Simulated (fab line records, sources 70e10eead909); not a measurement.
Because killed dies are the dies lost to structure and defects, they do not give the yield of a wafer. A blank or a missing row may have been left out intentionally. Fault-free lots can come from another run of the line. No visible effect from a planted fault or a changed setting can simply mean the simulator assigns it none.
Which of the tools did it? || flow nand_harc || 14 lots with 40 wafers sampled at 5 steps, on a route of 1302 steps

== WHAT EACH GAUGE READ, for each wafer ==
NHARC_END_SORT_01. Usual: killed_at_array 55, standard deviation 17; killed_at_other 1.1, standard deviation 1.6; killed_at_periphery 3.8, standard deviation 2.5; killed_dies 60, standard deviation 18; killed_open 3.3, standard deviation 1.9; killed_short 2.5, standard deviation 1.7.
{"lot": "L502", "measured": "day 31 14:19", "on": "prober-02", "killed_at_array": 65, "killed_at_other": 0, "killed_at_periphery": 6, "killed_dies": 71, "killed_open": 1, "killed_short": 5, "flag": ""}

== EACH LOT AND THE TOOL THAT RAN IT (in order: tool; ch and the chambers of the sampled wafers; start) ==
{"lot": "L490", "NHARC_A_STAIRCASE_ETCH_315": "rie_diel-13 ch 1,2,3, day 17 17:40 or earlier", "NHARC_A_STAIRCASE_ALD_415": "ald_hk-04 ch 0,1,3, day 17 17:40", "NHARC_A_STAIRCASE_ALD_420": "ald_hk-04 ch 0,1,3, day 17 22:59", "NHARC_A_STAIRCASE_DEP_325": "pecvd-03 ch 0,1, day 18 22:51"}
{"lot": "L489", "NHARC_A_STAIRCASE_ETCH_315": "rie_diel-11 ch 0,1, day 17 18:55 or earlier", "NHARC_A_STAIRCASE_ALD_415": "ald_hk-04 ch 2,3, day 17 18:55", "NHARC_A_STAIRCASE_ALD_420": "ald_hk-01 ch 0,1,3, day 17 22:33", "NHARC_A_STAIRCASE_DEP_325": "pecvd-01 ch 1,2, day 18 22:51"}
{"lot": "L491", "NHARC_A_STAIRCASE_ETCH_315": "rie_diel-08 ch 0,2,3, day 17 19:44 or earlier", "NHARC_A_STAIRCASE_ALD_415": "ald_hk-01 ch 1,2,3, day 17 19:44", "NHARC_A_STAIRCASE_ALD_420": "ald_hk-04 ch 0,1,2, day 18 00:45", "NHARC_A_STAIRCASE_DEP_325": "pecvd-02 ch 0,1,2, day 18 22:46"}
{"lot": "L492", "NHARC_A_STAIRCASE_ETCH_315": "rie_diel-13 ch 0,1,2, day 18 07:35 or earlier", "NHARC_A_STAIRCASE_ALD_415": "ald_hk-03 ch 0,1,2, day 18 07:35", "NHARC_A_STAIRCASE_ALD_420": "ald_hk-01 ch 1,3, day 18 12:20", "NHARC_A_STAIRCASE_DEP_325": "pecvd-02 ch 0,1,2, day 19 12:34"}
{"lot": "L493", "NHARC_A_STAIRCASE_ETCH_315": "rie_diel-08 ch 0,1,3, day 19 03:14 or earlier", "NHARC_A_STAIRCASE_ALD_415": "ald_hk-01 ch 0,2,3, day 19 03:14", "NHARC_A_STAIRCASE_ALD_420": "ald_hk-03 ch 0,1,2, day 19 08:02", "NHARC_A_STAIRCASE_DEP_325": "pecvd-02 ch 1,2, day 20 07:26"}
{"lot": "L494", "NHARC_A_STAIRCASE_ETCH_315": "rie_diel-13 ch 0,1,3, day 19 12:47 or earlier", "NHARC_A_STAIRCASE_ALD_415": "ald_hk-01 ch 0,1,3, day 19 12:47", "NHARC_A_STAIRCASE_ALD_420": "ald_hk-01 ch 1,2,3, day 19 18:03", "NHARC_A_STAIRCASE_DEP_325": "pecvd-02 ch 0,1,2, day 20 20:43"}
{"lot": "L497", "NHARC_A_STAIRCASE_ETCH_315": "rie_diel-08 ch 0,1,3, day 20 02:06 or earlier", "NHARC_A_STAIRCASE_ALD_415": "ald_hk-03 ch 0,1,3, day 20 02:06", "NHARC_A_STAIRCASE_ALD_420": "ald_hk-03 ch 0,1,3, day 20 07:07", "NHARC_A_STAIRCASE_DEP_325": "pecvd-01 ch 0,1, day 21 09:35"}
{"lot": "L495", "NHARC_A_STAIRCASE_ETCH_315": "rie_diel-11 ch 0,3, day 20 02:55 or earlier", "NHARC_A_STAIRCASE_ALD_415": "ald_hk-01 ch 0,1,2, day 20 02:55", "NHARC_A_STAIRCASE_ALD_420": "ald_hk-04 ch 0,2,3, day 20 06:58", "NHARC_A_STAIRCASE_DEP_325": "pecvd-03 ch 0,1, day 21 09:28"}
{"lot": "L500", "NHARC_A_STAIRCASE_ETCH_315": "rie_diel-13 ch 0,1,2, day 21 12:30 or earlier", "NHARC_A_STAIRCASE_ALD_415": "ald_hk-04 ch 2,3, day 21 12:30", "NHARC_A_STAIRCASE_ALD_420": "ald_hk-01 ch 0,1, day 21 17:16", "NHARC_A_STAIRCASE_DEP_325": "pecvd-03 ch 0,1, day 22 16:11"}
{"lot": "L499", "NHARC_A_STAIRCASE_ETCH_315": "rie_diel-13 ch 0,1,3, day 21 16:44 or earlier", "NHARC_A_STAIRCASE_ALD_415": "ald_hk-04 ch 0,1,3, day 21 16:44", "NHARC_A_STAIRCASE_ALD_420": "ald_hk-01 ch 0,2,3, day 21 21:37", "NHARC_A_STAIRCASE_DEP_325": "pecvd-03 ch 1,2, day 23 00:54"}
{"lot": "L501", "NHARC_A_STAIRCASE_ETCH_315": "rie_diel-13 ch 1,2,3, day 22 12:49 or earlier", "NHARC_A_STAIRCASE_ALD_415": "ald_hk-03 ch 0,2,3, day 22 12:49", "NHARC_A_STAIRCASE_ALD_420": "ald_hk-04 ch 1,2,3, day 22 18:10", "NHARC_A_STAIRCASE_DEP_325": "pecvd-02 ch 0,2, day 23 18:21"}
{"lot": "L502", "NHARC_A_STAIRCASE_ETCH_315": "rie_diel-08 ch 3, day 23 05:23 or earlier", "NHARC_A_STAIRCASE_ALD_415": "ald_hk-01 ch 2, day 23 05:23", "NHARC_A_STAIRCASE_ALD_420": "ald_hk-01 ch 1, day 23 15:14", "NHARC_A_STAIRCASE_DEP_325": "pecvd-02 ch 1, day 24 18:32"}
{"lot": "L506", "NHARC_A_STAIRCASE_ETCH_315": "rie_diel-08 ch 0,3, day 23 12:26 or earlier", "NHARC_A_STAIRCASE_ALD_415": "ald_hk-01 ch 0,1,3, day 23 12:26", "NHARC_A_STAIRCASE_ALD_420": "ald_hk-01 ch 2,3, day 23 17:54", "NHARC_A_STAIRCASE_DEP_325": "pecvd-02 ch 1,2, day 24 19:00"}
{"lot": "L512", "NHARC_A_STAIRCASE_ETCH_315": "rie_diel-13 ch 0,3, day 26 17:50 or earlier", "NHARC_A_STAIRCASE_ALD_415": "ald_hk-03 ch 0,3, day 26 17:50", "NHARC_A_STAIRCASE_ALD_420": "ald_hk-01 ch 1,2, day 26 22:48", "NHARC_A_STAIRCASE_DEP_325": "pecvd-01 ch 0,1,2, day 27 23:44"}
- NHARC_A_STAIRCASE_ETCH_315: etches the open film in C4F8/O2/Ar, target depth 2500 nm, time 607.1 s.
- NHARC_A_STAIRCASE_ALD_415: deposits SiO2, target thk 30 nm, pulse time 6 s, ald cycles 300.
- NHARC_A_STAIRCASE_ALD_420: deposits SiO2, target thk 20 nm, pulse time 6 s, ald cycles 200.
- NHARC_A_STAIRCASE_DEP_325: deposits SiO2, target thk 7200 nm.

== AS READ BY THE TOOLS THEMSELVES (means over the sampled wafers that have a number; for cases with no such wafer, the mark the record gives instead) ==
NHARC_A_STAIRCASE_ETCH_315. Usual: bias_w 3000 W, standard deviation 8.3; oes_product_au 0.932 a.u., standard deviation 0.009; rf_vpp_V 1828 V, standard deviation 12.
{"lot": "L490", "tool": "rie_diel-13", "bias_w (W)": 3001, "oes_product_au (a.u.)": 0.934, "rf_vpp_V (V)": 1830, "flag": ""}
{"lot": "L489", "tool": "rie_diel-11", "bias_w (W)": 2998, "oes_product_au (a.u.)": 0.926, "rf_vpp_V (V)": 1814, "flag": ""}
{"lot": "L491", "tool": "rie_diel-08", "bias_w (W)": 2997, "oes_product_au (a.u.)": 0.930, "rf_vpp_V (V)": 1840, "flag": ""}
{"lot": "L492", "tool": "rie_diel-13", "bias_w (W)": 3001, "oes_product_au (a.u.)": 0.934, "rf_vpp_V (V)": 1827, "flag": ""}
{"lot": "L493", "tool": "rie_diel-08", "bias_w (W)": 3003, "oes_product_au (a.u.)": 0.929, "rf_vpp_V (V)": 1836, "flag": ""}
{"lot": "L494", "tool": "rie_diel-13", "bias_w (W)": 3002, "oes_product_au (a.u.)": 0.923, "rf_vpp_V (V)": 1822, "flag": ""}
{"lot": "L497", "tool": "rie_diel-08", "bias_w (W)": 3002, "oes_product_au (a.u.)": 0.928, "rf_vpp_V (V)": 1836, "flag": ""}
{"lot": "L495", "tool": "rie_diel-11", "bias_w (W)": 3004, "oes_product_au (a.u.)": 0.943, "rf_vpp_V (V)": 1823, "flag": ""}
{"lot": "L500", "tool": "rie_diel-13", "bias_w (W)": 3003, "oes_product_au (a.u.)": 0.934, "rf_vpp_V (V)": 1827, "flag": ""}
{"lot": "L499", "tool": "rie_diel-13", "bias_w (W)": 2996, "oes_product_au (a.u.)": 0.927, "rf_vpp_V (V)": 1821, "flag": ""}
{"lot": "L501", "tool": "rie_diel-13", "bias_w (W)": 2995, "oes_product_au (a.u.)": 0.934, "rf_vpp_V (V)": 1829, "flag": ""}
{"lot": "L502", "tool": "rie_diel-08", "bias_w (W)": 3001, "oes_product_au (a.u.)": 0.917, "rf_vpp_V (V)": 1842, "flag": ""}
{"lot": "L506", "tool": "rie_diel-08", "bias_w (W)": 2999, "oes_product_au (a.u.)": 0.928, "rf_vpp_V (V)": 1843, "flag": ""}
{"lot": "L512", "tool": "rie_diel-13", "bias_w (W)": 2994, "oes_product_au (a.u.)": 0.926, "rf_vpp_V (V)": 1825, "flag": ""}

NHARC_A_STAIRCASE_ALD_415. Usual: heater_power_w 469 W, standard deviation 62; precursor_pulse_height_rel 1.000, standard deviation 0.02.
{"lot": "L490", "tool": "ald_hk-04", "heater_power_w (W)": 467, "precursor_pulse_height_rel": 1.017, "flag": ""}
{"lot": "L489", "tool": "ald_hk-04", "heater_power_w (W)": 508, "precursor_pulse_height_rel": 0.998, "flag": ""}
{"lot": "L491", "tool": "ald_hk-01", "heater_power_w (W)": 486, "precursor_pulse_height_rel": 1.020, "flag": ""}
{"lot": "L492", "tool": "ald_hk-03", "heater_power_w (W)": 493, "precursor_pulse_height_rel": 0.993, "flag": ""}
{"lot": "L493", "tool": "ald_hk-01", "heater_power_w (W)": 476, "precursor_pulse_height_rel": 0.979, "flag": ""}
{"lot": "L494", "tool": "ald_hk-01", "heater_power_w (W)": 429, "precursor_pulse_height_rel": 0.999, "flag": ""}
{"lot": "L497", "tool": "ald_hk-03", "heater_power_w (W)": 445, "precursor_pulse_height_rel": 1.010, "flag": ""}
{"lot": "L495", "tool": "ald_hk-01", "heater_power_w (W)": 473, "precursor_pulse_height_rel": 1.008, "flag": ""}
{"lot": "L500", "tool": "ald_hk-04", "heater_power_w (W)": 508, "precursor_pulse_height_rel": 1.009, "flag": ""}
{"lot": "L499", "tool": "ald_hk-04", "heater_power_w (W)": 454, "precursor_pulse_height_rel": 1.003, "flag": ""}
{"lot": "L501", "tool": "ald_hk-03", "heater_power_w (W)": 463, "precursor_pulse_height_rel": 0.980, "flag": ""}
{"lot": "L502", "tool": "ald_hk-01", "heater_power_w (W)": 536, "precursor_pulse_height_rel": 0.989, "flag": ""}
{"lot": "L506", "tool": "ald_hk-01", "heater_power_w (W)": 434, "precursor_pulse_height_rel": 1.016, "flag": ""}
{"lot": "L512", "tool": "ald_hk-03", "heater_power_w (W)": 409, "precursor_pulse_height_rel": 1.015, "flag": ""}

NHARC_A_STAIRCASE_ALD_420. Usual: heater_power_w 475 W, standard deviation 60; precursor_pulse_height_rel 1.002, standard deviation 0.017.
{"lot": "L490", "tool": "ald_hk-04", "heater_power_w (W)": 465, "precursor_pulse_height_rel": 0.991, "flag": ""}
{"lot": "L489", "tool": "ald_hk-01", "heater_power_w (W)": 436, "precursor_pulse_height_rel": 1.002, "flag": ""}
{"lot": "L491", "tool": "ald_hk-04", "heater_power_w (W)": 519, "precursor_pulse_height_rel": 1.007, "flag": ""}
{"lot": "L492", "tool": "ald_hk-01", "heater_power_w (W)": 438, "precursor_pulse_height_rel": 0.988, "flag": ""}
{"lot": "L493", "tool": "ald_hk-03", "heater_power_w (W)": 495, "precursor_pulse_height_rel": 0.999, "flag": ""}
{"lot": "L494", "tool": "ald_hk-01", "heater_power_w (W)": 489, "precursor_pulse_height_rel": 1.006, "flag": ""}
{"lot": "L497", "tool": "ald_hk-03", "heater_power_w (W)": 441, "precursor_pulse_height_rel": 0.983, "flag": ""}
{"lot": "L495", "tool": "ald_hk-04", "heater_power_w (W)": 497, "precursor_pulse_height_rel": 1.022, "flag": ""}
{"lot": "L500", "tool": "ald_hk-01", "heater_power_w (W)": 429, "precursor_pulse_height_rel": 1.018, "flag": ""}
{"lot": "L499", "tool": "ald_hk-01", "heater_power_w (W)": 477, "precursor_pulse_height_rel": 1.007, "flag": ""}
{"lot": "L501", "tool": "ald_hk-04", "heater_power_w (W)": 458, "precursor_pulse_height_rel": 0.998, "flag": ""}
{"lot": "L502", "tool": "ald_hk-01", "heater_power_w (W)": 420, "precursor_pulse_height_rel": 1.021, "flag": ""}
{"lot": "L506", "tool": "ald_hk-01", "heater_power_w (W)": 516, "precursor_pulse_height_rel": 1.011, "flag": ""}
{"lot": "L512", "tool": "ald_hk-01", "heater_power_w (W)": 504, "precursor_pulse_height_rel": 1.000, "flag": ""}

NHARC_A_STAIRCASE_DEP_325. Usual: heater_power_w 618 W, standard deviation 74; mfc_precursor_sccm 200.0 sccm, standard deviation 0.65.
{"lot": "L490", "tool": "pecvd-03", "heater_power_w (W)": 574, "mfc_precursor_sccm (sccm)": 200.2, "flag": ""}
{"lot": "L489", "tool": "pecvd-01", "heater_power_w (W)": 648, "mfc_precursor_sccm (sccm)": 200.2, "flag": ""}
{"lot": "L491", "tool": "pecvd-02", "heater_power_w (W)": 682, "mfc_precursor_sccm (sccm)": 199.6, "flag": ""}
{"lot": "L492", "tool": "pecvd-02", "heater_power_w (W)": 638, "mfc_precursor_sccm (sccm)": 200.5, "flag": ""}
{"lot": "L493", "tool": "pecvd-02", "heater_power_w (W)": 661, "mfc_precursor_sccm (sccm)": 200.9, "flag": ""}
{"lot": "L494", "tool": "pecvd-02", "heater_power_w (W)": 630, "mfc_precursor_sccm (sccm)": 199.5, "flag": ""}
{"lot": "L497", "tool": "pecvd-01", "heater_power_w (W)": 690, "mfc_precursor_sccm (sccm)": 199.9, "flag": ""}
{"lot": "L495", "tool": "pecvd-03", "heater_power_w (W)": 573, "mfc_precursor_sccm (sccm)": 199.9, "flag": ""}
{"lot": "L500", "tool": "pecvd-03", "heater_power_w (W)": 596, "mfc_precursor_sccm (sccm)": 199.5, "flag": ""}
{"lot": "L499", "tool": "pecvd-03", "heater_power_w (W)": 613, "mfc_precursor_sccm (sccm)": 201.0, "flag": ""}
{"lot": "L501", "tool": "pecvd-02", "heater_power_w (W)": 603, "mfc_precursor_sccm (sccm)": 200.3, "flag": ""}
{"lot": "L502", "tool": "pecvd-02", "heater_power_w (W)": 763, "mfc_precursor_sccm (sccm)": 283.0, "flag": "OFF"}
{"lot": "L506", "tool": "pecvd-02", "heater_power_w (W)": 625, "mfc_precursor_sccm (sccm)": 226.9, "flag": "OFF"}
{"lot": "L512", "tool": "pecvd-01", "heater_power_w (W)": 646, "mfc_precursor_sccm (sccm)": 199.7, "flag": ""}

== THE ANSWER, worked out from the rows above alone ==
Rule: a lot counts as off when the mean over its wafers that have a number is more than 3 standard deviations away from the usual mean. Also off: a lot with no number at a reading for which 4 or more lots have one. All remaining lots with rows at the step are treated as sound. The gauges are gone through in route order, then the tools' own readings, and for those a lot's mean is taken as printed above. The first step at which some lot is off is used, and at that step the reading that is off furthest; a lot without a number counts as furthest.
Off: L502, L506, at NHARC_A_STAIRCASE_DEP_325 (mfc_precursor_sccm).
If a tool, at that step or one of the process steps before it, ran each lot that is off and ran no sound lot following the first of them, it fits. Because NHARC_A_STAIRCASE_ETCH_315 lacks a start for some lots, the hours and order of its lots are taken from NHARC_A_STAIRCASE_ALD_415. Can't be told from this: 3 tools fit, rie_diel-08 at NHARC_A_STAIRCASE_ETCH_315, ald_hk-01 at NHARC_A_STAIRCASE_ALD_415, pecvd-02 at NHARC_A_STAIRCASE_DEP_325.

== WHAT WAS PUT IN BY THE SIMULATOR ==
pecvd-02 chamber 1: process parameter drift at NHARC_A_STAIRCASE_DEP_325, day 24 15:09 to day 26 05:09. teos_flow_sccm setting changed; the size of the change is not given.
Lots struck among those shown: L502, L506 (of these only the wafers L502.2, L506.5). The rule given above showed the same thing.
